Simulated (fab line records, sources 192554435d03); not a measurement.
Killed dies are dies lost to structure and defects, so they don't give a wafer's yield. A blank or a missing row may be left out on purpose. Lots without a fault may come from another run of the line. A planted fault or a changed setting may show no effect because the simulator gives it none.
A struck lot beside a sound one | flow n5_finfet | 19 steps out of a route of 1938
Sound: wafers L921.1, L921.2, L921.5. Struck: wafers L931.2, L931.4, L931.6. The cause comes at the end.
At each step with rows: each side's tool, then ch and its chambers, then its first start. Under that, the readings that differ: sound wafers | struck wafers | difference of the means | sigmas: that difference in standard deviations of wafers without a fault.
alike: readings whose means differ by less than 2 such deviations, and words and numbers that are the same on both sides. not compared: withheld readings, readings that some wafer has no value for, bounds like >300 that may hide the same value, and numbers for which the record gives no deviation and whose values overlap.
The two part at a step that has a row with sigmas, a row that says differs or no value, or rows on one side only. Numbers that don't overlap but have no deviation are shown without sigmas and don't part them. A reading that every wafer of one side lacks parts them only if that side has two wafers or more.

N5_BEOL_M0_SAQP_STRIP_108: strips in N2/H2.
  sound on rie_diel-03 ch 0,1,3, day 6 01:38; struck on rie_diel-03 ch 0,1,3, day 8 18:30
  alike: drypump_motor_current_A, h2_flow_sccm, oes_product_au, rf_vpp_V, showerhead_plenum_p_Torr, throttle_valve_pct
  not compared: rf_hours_counter_h
N5_BEOL_M0_SAQP_RECESS_109: chemistry HF/NH3, target SiO2, target depth 3 nm, afs cycles 1, sublimation time 60 s.
  sound on vapor_etch-01 ch 0,1, day 6 03:06; struck on vapor_etch-02 ch 0,1, day 8 20:16
  reading                | sound                | struck               | difference | sigmas
  sublimation_temp_c (C) | 179.59 179.90 179.80 | 180.27 179.99 180.29 | +0.42      | +2
  alike: drypump_motor_current_A
N5_BEOL_M0_SAQP_SPACER2_ALD_26: deposits SiO2, target thk 15 nm, pulse time 1 s, purge time 2 s.
  sound on ald_sin-04 ch 0,1, day 6 03:15; struck on ald_sin-01 ch 1,2,3, day 8 21:44
  alike: heater_power_w, precursor_pulse_height_rel
N5_BEOL_M0_SAQP_SPACER2_ETCHBACK_27: etches SiO2 in CHF3/O2, target depth 22.5 nm, time 11.25 s.
  sound on rie_diel-06 ch 0,2,3, day 6 03:48; struck on rie_diel-03 ch 1,2, day 8 22:17
  alike: drypump_motor_current_A, oes_f_703_au, oes_product_au, rf_vpp_V, showerhead_plenum_p_Torr, throttle_valve_pct
  not compared: rf_hours_counter_h
N5_BEOL_M0_SAQP_MANDREL2_REMOVE_110: chemistry HBr/Cl2/O2, target a-Si, stops on SiCN, bt time 10 s.
  sound on rie_si-03 ch 0,1,2, day 6 03:53; struck on rie_si-02 ch 0,1,3, day 8 22:22
  alike: drypump_motor_current_A, oes_product_au, throttle_valve_pct
  not compared: rf_hours_counter_h
N5_BEOL_M0_SAQP_CD_MEAS_29: target cd 14.4 nm.
  sound on cd_sem-03 ch 0, day 6 04:00; struck on cd_sem-01 ch 0, day 8 22:29
  alike: cd_nm
then, 6 steps without rows for these wafers: N5_BEOL_M0_SAQP_COAT_69 (time 60 s, resist thk 90 nm); N5_BEOL_M0_SAQP_COAT_72 (time 60 s, resist thk 15 nm); N5_BEOL_M0_SAQP_COAT_87 (time 60 s, resist thk 5 nm); N5_BEOL_M0_SAQP_COAT_34 (resist thk 30 nm); N5_BEOL_M0_SAQP_EBR_36; N5_BEOL_M0_SAQP_SOFTBAKE_35 (time 60 s).
N5_BEOL_M0_SAQP_EXPOSE_37: exposes mask M0 CUT1, target cd 30 nm.
  sound on euv_scanner-02 ch 0, day 6 04:10; struck on euv_scanner-02 ch 0, day 8 22:40
  reading                              | sound | struck | difference | sigmas
  model.BEOL_M0_SAQP.overlay_x_nm (nm) | 0 0 0 | 3 3 3  | +3         |
  alike: mask, exposure_dose_mJ_cm2
then, 2 steps without rows for these wafers: N5_BEOL_M0_SAQP_PEB_38 (peb time 60 s); N5_BEOL_M0_SAQP_DEVELOP_39 (develop time 30 s).
N5_BEOL_M0_SAQP_CD_MEAS_40: target cd 30 nm.
  sound on cd_sem-03 ch 0, day 6 04:18; struck on cd_sem-03 ch 0, day 8 22:47
  alike: cd_nm
N5_BEOL_M0_SAQP_OVL_MEAS_41:
  sound on overlay-02 ch 0, day 6 04:20; struck on overlay-02 ch 0, day 8 22:49
  reading          | sound         | struck      | difference | sigmas
  M0_CUT1_OVL (nm) | -0.1 -0.8 0.4 | 2.7 2.9 3.2 | +3.1       | +4
N5_BEOL_M0_SAQP_INSPECT_42: inspects for defects (brightfield).
  sound on defect_inspect-01, day 6 04:23; struck on defect_inspect-01, day 8 22:52
  alike: raw_defect_count
-- the record jumps here: 2 days lie between the struck wafers' starts before and after (it left off in module BEOL_M0_SAQP and takes up again in module BEOL_M4, whose first step shown is number 1111 of the route) --
N5_BEOL_M4_RC_MEAS_101:
  sound on prober-01 ch 0, day 8 10:20; struck on prober-02 ch 0, day 11 01:13
  reading       | sound          | struck         | difference | sigmas
  SS_P (mV/dec) | 73.6 74.0 73.5 | 72.6 72.4 72.2 | -1.3       | -2
  alike: DIBL_N, DIBL_P, IOFF_N, IOFF_P, ION_N, ION_P, SS_N, VT_N, VT_P

WHERE THEY PART
First at N5_BEOL_M0_SAQP_RECESS_109; last, within this record, at N5_BEOL_M4_RC_MEAS_101.

WHY: what the simulator had put in
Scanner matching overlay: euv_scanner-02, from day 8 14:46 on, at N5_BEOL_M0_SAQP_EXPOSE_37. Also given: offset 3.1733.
